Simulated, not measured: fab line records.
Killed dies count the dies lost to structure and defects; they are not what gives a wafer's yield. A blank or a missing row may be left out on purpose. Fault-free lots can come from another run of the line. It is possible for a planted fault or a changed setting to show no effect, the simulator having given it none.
Matching of chambers + flow n5-finfet + cmp-01 running N5_BEOL_M14_CMP_49: 4 sister chambers
The step polishes, stops on SiO2, t overpolish 5.2 s, target thk 560 nm. 4 wafers are shown with their chamber, then 7 later ones without.

== WAFERS WITH THEIR CHAMBER ==
| wafer  | chamber | motor-current-A (A) |
|--------|---------|---------------------|
| L081.4 | 2       | 6.9                 |
| L081.6 | 3       | 7.9                 |
| L092.1 | 1       | 8.0                 |
| L092.4 | 0       | 8.4                 |

== WAFERS WHOSE CHAMBER IS MISSING ==
| wafer  | motor-current-A (A) |
|--------|---------------------|
| L092.6 | 7.7                 |
| L095.1 | 8.1                 |
| L095.3 | 8.2                 |
| L095.4 | 6.9                 |
| L093.1 | 7.1                 |
| L093.4 | 7.8                 |
| L093.5 | 7.9                 |

== CHAMBER TAKEN BY EACH ==
| wafer  | from the rows above          | in truth |
|--------|------------------------------|----------|
| L092.6 | can't be placed: 3 or 1      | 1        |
| L095.1 | can't be placed: 1 or 3 or 0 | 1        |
| L095.3 | can't be placed: 1 or 0 or 3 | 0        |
| L095.4 | 2                            | 2        |
| L093.1 | 2                            | 2        |
| L093.4 | can't be placed: 3 or 1      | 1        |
| L093.5 | can't be placed: 3 or 1      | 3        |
Correctly placed: 2 of 7. Cannot be placed on the basis of these rows: 5; the candidates contain the true chamber in 5. Wrongly placed: 0.
How it was worked out, from the rows above alone: a wafer's distance from a chamber is the root of the sum, over the readings, of the square of ((its reading less the chamber's mean) divided by the reading's scatter). If the next closest chamber is less than 2 further off than the closest, the wafer can't be placed; otherwise it belongs to the closest. The mean given for a chamber averages the wafers shown for that chamber. The scatter (one wafer shown for each chamber): square how far every hidden wafer sits from the nearest shown wafer, average those squares and take the square root.
